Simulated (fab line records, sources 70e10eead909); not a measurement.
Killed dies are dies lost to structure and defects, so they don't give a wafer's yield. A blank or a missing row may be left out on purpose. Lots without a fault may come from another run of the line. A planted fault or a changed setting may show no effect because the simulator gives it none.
Which tool did it? | flow nand_harc | 6 lots, 18 wafers sampled, at 2 steps of a route of 1302

WHAT THE GAUGES READ, wafer by wafer
NHARC_A_ONON_D2_THK_MEAS_30: measures by ellipsometry.
lot  | measured     | on            | thk_nm (nm)
L354 | day 13 20:09 | film_metro-01 | 993 994 993
L356 | day 14 19:02 | film_metro-02 | 1011 1012 1010
L358 | day 16 00:11 | film_metro-02 | 1000 1000 1000
L364 | day 17 14:49 | film_metro-02 | 927 929 929
L371 | day 21 13:10 | film_metro-02 | 1005 1006 1007
L373 | day 21 19:44 | film_metro-02 | 995 996 995

WHICH TOOL RAN EACH LOT (tool, then ch and the chambers of the sampled wafers, then the start)
lot  | NHARC_A_ONON_D2_DEP_28
L354 | pecvd_onon-03 ch 0, day 13 19:41
L356 | pecvd_onon-03 ch 0, day 14 18:32
L358 | pecvd_onon-03 ch 0, day 15 23:44
L364 | pecvd_onon-03 ch 0, day 17 14:18
L371 | pecvd_onon-03 ch 0, day 21 12:43
L373 | pecvd_onon-01 ch 0, day 21 19:13
- NHARC_A_ONON_D2_DEP_28: target thk 1000 nm.

THE ANSWER, worked out from the rows above alone
Rule: what is usual is taken from the lots themselves. Put in order of their means at a reading, lots are off if they are a third of the lots or fewer, leave a main group of 4 or more, and stand apart from it by a gap of 3 or more times the standard deviation of the main group's means; of several such gaps the widest counts. A main group whose means are all the same, to the digits that the tables above print for the reading, isn't used. A lot without any number at a reading at which 4 lots or more have one is off too. The other lots that the step has rows for count as sound.
Off: L364, at NHARC_A_ONON_D2_THK_MEAS_30 (thk_nm). The main group: mean 1001 nm, standard deviation 6.6.
A tool fits if, at a process step before that reading, it ran every lot that is off, and no sound lot after the first of them. The gauges at NHARC_A_ONON_D2_THK_MEAS_30 are tried like those tools. None of those tried fits.

WHAT THE SIMULATOR HAD PUT IN
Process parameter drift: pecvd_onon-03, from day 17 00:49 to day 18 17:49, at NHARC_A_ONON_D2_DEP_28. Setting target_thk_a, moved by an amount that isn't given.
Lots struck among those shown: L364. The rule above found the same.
